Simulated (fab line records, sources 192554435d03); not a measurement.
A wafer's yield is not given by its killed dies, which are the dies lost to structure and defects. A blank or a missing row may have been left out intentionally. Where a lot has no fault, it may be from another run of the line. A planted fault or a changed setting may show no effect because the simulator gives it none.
Split-lot trial ; flow n5Finfet ; route with 1938 steps; 7 lots, 39 wafers read

SPLIT DETAILS
At N5_MOL_CONTACT_COAG_SPUTTER_130 (material Co, target thk 47.5 nm), the setting targetThkA was moved away from the recipe's 475 angstrom on 15 of the 39 wafers read, by -14.0% to +14.4%. All remaining wafers had this setting at the recipe value.

The split's own step is where the reading is taken.

THE READING
Co_of_MOL_CONTACT_COAG_SPUTTER_130.thkNm (the simulator's own value, which no gauge read), in nm, at N5_MOL_CONTACT_COAG_SPUTTER_130 (material Co, target thk 47.5 nm). The file gives no usual value for it. Across the 24 wafers here that went through the recipe, the average is 47.5 nm and the standard deviation 0.68 nm.

wafer;tool, chamber at the split;targetThkA as run, angstrom;against the recipe;Co_of_MOL_CONTACT_COAG_SPUTTER_130.thkNm, nm;against lot-mates on the recipe
L074.1;pvdSputter-01, -;475;recipe;47;-
L074.2;pvdSputter-01, -;475;recipe;47.6;-
L074.3;pvdSputter-01, -;408.4;-14.0%;41;-6.3
L074.6;pvdSputter-01, -;408.4;-14.0%;41;-6.3
L074.4;pvdSputter-01, -;408.4;-14.0%;40.8;-6.5
L074.5;pvdSputter-01, -;475;recipe;47.2;-
L075.1;pvdSputter-01, -;475;recipe;47.4;-
L075.6;pvdSputter-01, -;475;recipe;47.4;-
L075.2;pvdSputter-01, -;475;recipe;47.8;-
L075.3;pvdSputter-01, -;543.3;+14.4%;54.6;+7.1
L075.4;pvdSputter-01, -;543.3;+14.4%;54.2;+6.7
L075.5;pvdSputter-01, -;543.3;+14.4%;54.8;+7.3
L084.1;pvdSputter-01, -;475;recipe;48.4;-
L084.4;pvdSputter-01, -;475;recipe;48.4;-
L084.5;pvdSputter-01, -;475;recipe;48.4;-
L084.2;pvdSputter-01, -;475;recipe;48.2;-
L084.3;pvdSputter-01, -;475;recipe;46.8;-
L084.6;pvdSputter-01, -;475;recipe;47.6;-
L085.3;pvdSputter-01, -;475;recipe;47.2;-
L085.4;pvdSputter-01, -;475;recipe;46.4;-
L085.6;pvdSputter-01, -;475;recipe;47.8;-
L086.1;pvdSputter-01, -;475;recipe;47.8;-
L086.2;pvdSputter-01, -;519.7;+9.4%;51.8;+4.9
L086.5;pvdSputter-01, -;519.7;+9.4%;51.8;+4.9
L086.3;pvdSputter-01, -;475;recipe;46.6;-
L086.4;pvdSputter-01, -;519.7;+9.4%;52.2;+5.3
L086.6;pvdSputter-01, -;475;recipe;46.2;-
L087.1;pvdSputter-02, -;475;recipe;47;-
L087.2;pvdSputter-02, -;475;recipe;47;-
L087.3;pvdSputter-02, -;475;recipe;47;-
L087.4;pvdSputter-02, -;432.5;-8.9%;43.2;-3.8
L087.5;pvdSputter-02, -;432.5;-8.9%;42.6;-4.4
L087.6;pvdSputter-02, -;432.5;-8.9%;43.4;-3.6
L096.1;pvdSputter-01, -;475;recipe;47.6;-
L096.2;pvdSputter-01, -;475;recipe;48.8;-
L096.3;pvdSputter-01, -;434.4;-8.5%;43.2;-5.1
L096.4;pvdSputter-01, -;434.4;-8.5%;44.6;-3.7
L096.5;pvdSputter-01, -;434.4;-8.5%;43.4;-4.9
L096.6;pvdSputter-01, -;475;recipe;48.4;-

THE FIT
A straight line over all 39 wafers: Co_of_MOL_CONTACT_COAG_SPUTTER_130.thkNm changes by +0.476 nm for each +1% of targetThkA; r = +0.98; the points scatter about the line by 0.6 nm.
The same after taking each lot's own level away (the mean of its wafers on the recipe; 39 wafers): +0.483 nm for each +1%; r = +0.99; scatter 0.51 nm.
The reading moves by 6.9 nm for the largest change in targetThkA, on that fit.
Measured against the standard deviation above, the lots' own levels, which go from 46.87 to 48.27 nm, span 2.1 times it.
The two slopes agree, so the slope changes little with the lot-to-lot level.
Check: +7.02 nm against its lot-mates is what the line predicts for one of the wafers moved furthest among these (+14.4%) when that wafer is left out of the fit. It came out at +7.07 nm against them.

FURTHER SPLITS ON THESE WAFERS
Note: prior to the reading, these wafers also went through further splits. Each is held against what the fit with the lots' levels taken away leaves over:
other split on the same wafers;wafers away from the commonest value;r with Co_of_MOL_CONTACT_COAG_SPUTTER_130.thkNm (lot level and that fit taken away)
N5_WELL_APT_EXPOSE_05 doseMj;15;-0.14
N5_WELL_APT_IMPLANT_15 energyKev;18;+0.23
N5_WELL_APT_EPI_41 targetThkA;18;-0.23
N5_DUMMY_GATE_EXPOSE_12 doseMj;9;-0.11
N5_SD_EPI_N_EXPOSE_06 doseMj;15;-0.12

THE FILE'S OWN FIT
Co_of_MOL_CONTACT_COAG_SPUTTER_130.thkNm changes by +0.482 nm for each +1% of targetThkA, r = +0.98.
